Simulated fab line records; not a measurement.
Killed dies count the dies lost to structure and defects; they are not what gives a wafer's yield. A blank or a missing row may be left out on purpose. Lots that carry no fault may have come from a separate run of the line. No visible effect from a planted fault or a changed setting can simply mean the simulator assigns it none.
fab line records    flow n5Finfet    part 2 of 2: steps 5 to 6 of 6
record: lots: 22  wafers: 66  lastDay: 21
route steps=1938 shown BEOL_M15@1817 MIM_TOP_LITHO@1850 MIM_BOT_LITHO@1865 TV_LITHO@1886 TV_OPEN@1889 PASSIVATION@1926
lots that met no fault: taken from a fault-free run of the same line
startH: start of the lot's first displayed wafer, in hours after the record's first day    waitH: hours from the lot's prior step to this one    " repeats the value in the row above    L1.1+2: several wafers, shown together as one row    - no value, or no start given    * or withheld: withheld    < > ~ a bound
route shown NAME@n: NAME is a module with steps in the file, n the number in the route of the first one    usual: mean and standard deviation over wafers with no fault    same: alike in all rows    chamber/n: place in a boat    sites: readings site by site    _std_site: their standard deviation    _edge_site: the outer-site mean with the inner-site mean subtracted    radiusMm: how far each site lies from the wafer's centre    mask NAME#n: copy n    behind: the most recent tool/chamber to have shaped the wafer    hold: cause of the lot's hold/its duration in hours/its outcome    device: the n, p or np transistor that did not switch    end of line: the tests these same wafers got at the end of their route    where a step has no rows: the recipe by itself    killed: at the first sort, the dies lost to defects and structure; wafer yield is something else    map: a wafer's dies, x killed, . not, _ none there
set.NAME: the run value of the setting; set.NAME@STEP: its run value at that earlier step    model.NAME: the simulator's own value behind a step, which no gauge read
a sample of lots followed through the steps of the route, with each step as a table and each wafer as a row
services: a tool's chamber out of use, with start hour (startH, from the record's first day; less than 0 if before it), hours out, and reason
== steps ==
step: N5_PASSIVATION_STRIP_14
recipe: chemistry: O2  powerW: 600  tempC: 60  pressureMtorr: 30  rfFrequencyHz: 6e+07  biasPowerW: 0  overashFraction: 0.5  o2FlowSccm: 225
usual: drypumpMotorCurrentA: 5.7/0.4  oesProductAu: 0.79/0.09  rfVppV: 3.7/0.95  showerheadPlenumPTorr: 2.10/0.08  throttleValvePct: 16.7/0.32
lot.wafer  tool        chamber  startH  waitH  drypumpMotorCurrentA  oesProductAu  rfHoursCounterH  rfVppV  showerheadPlenumPTorr  throttleValvePct
L076.2     rieDiel-02  2        370.82  0.1    5.9                   0.67          245              3.2     1.98                   17.1
L076.5     "           0        "       "      5.8                   0.78          -                3.7     2.00                   16.7
L076.6     "           3        "       "      5.4                   0.79          -                4.3     2.22                   16.5
L074.3     rieDiel-03  1        377.72  0.1    5.9                   0.91          26               4.5     2.13                   16.3
L074.4     "           3        "       "      6.5                   0.71          -                5.3     2.09                   16.8
L074.5     "           1        "       "      5.9                   0.92          -                5.2     2.13                   16.3
L075.1     rieDiel-03  3        381.38  0.1    6.5                   0.70          193              4.5     2.09                   16.8
L075.4     "           3        "       "      6.5                   0.69          -                3.6     2.09                   16.8
L075.5     "           0        "       "      5.2                   0.86          -                3.6     2.03                   16.6
L078.1     rieDiel-03  1        385.28  0.1    5.9                   0.90          29               4.3     2.13                   16.3
L078.4     "           0        "       "      5.3                   0.84          -                2.2     2.03                   16.6
L078.6     "           3        "       "      6.5                   0.70          -                2.1     2.09                   16.8
L077.2     rieDiel-06  1        385.57  0.1    5.7                   0.72          198              4.4     2.01                   17.3
L077.3     "           2        "       "      5.8                   0.66          229              4.6     2.13                   16.3
L077.6     "           1        "       "      5.7                   0.73          -                2.6     2.01                   17.2
L079.2     rieDiel-06  1        396.66  0.1    5.7                   0.73          202              4.7     2.00                   17.3
L079.3     "           2        "       "      5.8                   0.66          233              3.7     2.13                   16.3
L079.4     "           3        "       "      5.4                   0.85          60               3.1     2.19                   16.7
L081.1     rieDiel-06  2        401.64  0.1    5.8                   0.67          235              3.4     2.13                   16.3
L081.2     "           0        "       "      5.7                   0.85          75               4.6     2.05                   16.4
L081.6     "           2        "       "      5.8                   0.67          -                5.1     2.13                   16.3
L083.1     rieDiel-02  3        401.66  0.1    5.4                   0.77          113              4.1     2.21                   16.5
L083.2     "           1        "       "      4.8                   0.74          212              3.6     2.10                   17.1
L083.5     "           3        "       "      5.4                   0.76          -                3.3     2.21                   16.4
L080.2     rieDiel-02  1        405.64  0.1    4.8                   0.73          213              2.1     2.11                   17.1
L080.4     "           3        "       "      5.4                   0.75          114              3.0     2.21                   16.5
L080.5     "           0        "       "      5.8                   0.75          -                3.0     2.00                   16.7
L082.1     rieDiel-02  0        406.86  0.1    5.8                   0.75          147              3.0     2.00                   16.7
L082.3     "           1        "       "      4.8                   0.72          213              2.1     2.10                   17.1
L082.6     "           3        "       "      5.4                   0.74          -                5.2     2.21                   16.5
L085.2     rieDiel-02  0        414.11  0.1    5.8                   0.74          150              3.7     2.00                   16.7
L085.3     "           2        "       "      5.9                   0.95          4                2.9     2.24                   16.7
L085.6     "           1        "       "      4.8                   0.71          -                4.9     2.10                   17.1
L086.3     rieDiel-03  0        425.87  0.1    5.2                   0.84          66               4.3     2.03                   16.6
L086.5     "           0        "       "      5.2                   0.84          -                3.3     2.03                   16.6
L086.6     "           3        "       "      6.5                   0.68          -                3.1     2.09                   16.8
L084.1     rieDiel-02  2        429.32  0.1    5.9                   0.95          10               4.7     2.23                   16.7
L084.3     "           1        "       "      4.8                   0.70          221              3.6     2.10                   17.1
L084.5     "           2        "       "      5.8                   0.97          -                3.3     2.23                   16.7
L091.3     rieDiel-06  3        443.71  0.1    5.4                   0.82          74               3.7     2.18                   16.8
L091.4     "           2        "       "      5.8                   0.67          247              3.9     2.13                   16.4
L091.6     "           3        "       "      5.4                   0.82          -                3.8     2.18                   16.7
L087.1     rieDiel-06  1        447.69  0.1    5.6                   0.70          215              1.8     2.00                   17.3
L087.2     "           2        "       "      5.8                   0.65          248              2.4     2.12                   16.3
L087.6     "           1        "       "      5.7                   0.71          -                3.5     2.00                   17.3
L090.2     rieDiel-06  2        450.04  0.1    5.8                   0.66          248              4.5     2.12                   16.3
L090.3     "           3        "       "      5.4                   0.83          76               6.1     2.18                   16.8
L090.6     "           0        "       "      5.7                   0.85          -                4.9     2.05                   16.4
L088.1     rieDiel-02  3        454.01  0.1    5.4                   0.73          130              6.2     2.20                   16.5
L088.5     "           1        "       "      4.9                   0.70          -                3.0     2.10                   17.1
L088.6     "           0        "       "      5.8                   0.74          -                4.6     1.99                   16.8
L092.3     rieDiel-03  0        454.17  0.1    5.2                   0.82          74               3.7     2.02                   16.6
L092.5     "           3        "       "      6.4                   0.70          -                1.4     2.08                   16.8
L092.6     "           0        "       "      5.2                   0.82          -                3.6     2.02                   16.6
L093.1     rieDiel-06  0        474.24  0.1    5.7                   0.83          96               4.1     2.05                   16.4
L093.3     "           1        "       "      5.6                   0.70          224              5.0     2.00                   17.3
L093.6     "           1        "       "      5.7                   0.69          -                4.4     2.00                   17.3
L094.1     rieDiel-03  3        476.08  0.1    6.4                   0.68          223              3.4     2.08                   16.8
L094.3     "           1        "       "      5.9                   0.85          55               3.0     2.12                   16.3
L094.4     "           1        "       "      5.9                   0.84          -                2.6     2.12                   16.4
L096.1     rieDiel-02  1        494.37  0.1    4.9                   0.70          241              4.6     2.09                   17.2
L096.5     "           0        "       "      5.8                   0.73          -                3.9     1.99                   16.8
L096.6     "           1        "       "      4.9                   0.70          -                3.0     2.09                   17.2
L097.2     rieDiel-03  2        503.83  0.1    6.0                   0.89          31               6.2     2.22                   16.1
L097.3     "           3        "       "      6.4                   0.67          232              3.5     2.08                   16.9
L097.6     "           2        "       "      6.0                   0.88          -                4.2     2.22                   16.0
step: N5_PASSIVATION_OVL_MEAS_66
recipe: pointsPerWafer: 44
usual: PASS_OPEN_OVL: 6/6.2
lot.wafer  tool        chamber  startH  waitH  PASS_OPEN_OVL[nm]
L076.2     overlay-02  0        374.33  0.0    5
L076.5     "           0        "       "      2
L076.6     "           0        "       "      -5
L074.3     overlay-02  0        381.49  0.0    6
L074.4     "           0        "       "      10
L074.5     "           0        "       "      12
L075.1     overlay-01  0        384.70  0.0    18
L075.4     "           0        "       "      18
L075.5     "           0        "       "      14
L078.1     overlay-01  0        388.25  0.0    11
L078.4     "           0        "       "      14
L078.6     "           0        "       "      14
L077.2     overlay-01  0        388.74  0.0    3
L077.3     "           0        "       "      2
L077.6     "           0        "       "      1
L079.2     overlay-02  0        400.24  0.0    0
L079.3     "           0        "       "      2
L079.4     "           0        "       "      3
L081.1     overlay-01  0        404.71  0.0    -13
L081.2     "           0        "       "      -2
L081.6     "           0        "       "      0
L083.1     overlay-01  0        404.86  0.0    11
L083.2     "           0        "       "      1
L083.5     "           0        "       "      9
L080.2     overlay-02  0        409.09  0.0    11
L080.4     "           0        "       "      11
L080.5     "           0        "       "      9
L082.1     overlay-02  0        409.89  0.0    5
L082.3     "           0        "       "      7
L082.6     "           0        "       "      6
L085.2     overlay-01  0        417.38  0.0    4
L085.3     "           0        "       "      2
L085.6     "           0        "       "      -4
L086.3     overlay-02  0        430.34  0.0    8
L086.5     "           0        "       "      8
L086.6     "           0        "       "      8
L084.1     overlay-02  0        432.61  0.0    11
L084.3     "           0        "       "      12
L084.5     "           0        "       "      6
L091.3     overlay-01  0        446.75  0.0    -4
L091.4     "           0        "       "      2
L091.6     "           0        "       "      7
L087.1     overlay-02  0        451.04  0.0    9
L087.2     "           0        "       "      6
L087.6     "           0        "       "      6
L090.2     overlay-01  0        453.58  0.0    -5
L090.3     "           0        "       "      -5
L090.6     "           0        "       "      0
L092.3     overlay-01  0        457.15  0.0    5
L092.5     "           0        "       "      0
L092.6     "           0        "       "      11
L088.1     overlay-01  0        457.18  0.0    13
L088.5     "           0        "       "      6
L088.6     "           0        "       "      10
L093.1     overlay-01  0        477.20  0.0    15
L093.3     "           0        "       "      8
L093.6     "           0        "       "      8
L094.1     overlay-02  0        479.86  0.0    6
L094.3     "           0        "       "      12
L094.4     "           0        "       "      13
L096.1     overlay-01  0        497.88  0.0    -11
L096.5     "           0        "       "      -1
L096.6     "           0        "       "      -1
L097.2     overlay-01  0        506.94  0.0    0
L097.3     "           0        "       "      10
L097.6     "           0        "       "      6
== services ==
tool           chamber  startH  hours  kind
rieDiel-04     2        339.41  7.8    repair
rieDiel-06     2        340.34  7.7    repair
rieDiel-01     2        354.43  -      clean
rieDiel-01     2        354.43  -      consumableReplace:focusRing
rieDiel-01     2        354.43  23.2   scheduledDown
rieDiel-01     2        354.43  23.2   ventCycle
rieDiel-02     1        357.58  23.7   repair
rieDiel-02     -        358.10  0.8    repair
rieDiel-05     0        359.21  8.0    repair
rieDiel-01     3        377.91  -      clean
rieDiel-02     2        383.25  -      clean
rieDiel-02     2        383.25  -      consumableReplace:focusRing
rieDiel-02     2        383.25  -      consumableReplace:showerhead
rieDiel-02     2        383.25  17.0   scheduledDown
rieDiel-02     2        383.25  17.0   ventCycle
pvdSputter-02  -        409.67  7.3    repair
rieDiel-05     -        410.63  0.9    repair
pvdSputter-01  -        426.95  3.4    repair
rieDiel-01     3        432.33  4.8    repair
rieDiel-05     1        452.35  1.3    repair
rieDiel-03     1        455.53  2.6    repair
rieDiel-04     3        460.95  2.6    repair
rieDiel-01     2        468.26  16.2   repair
rieDiel-03     2        474.60  14.4   repair
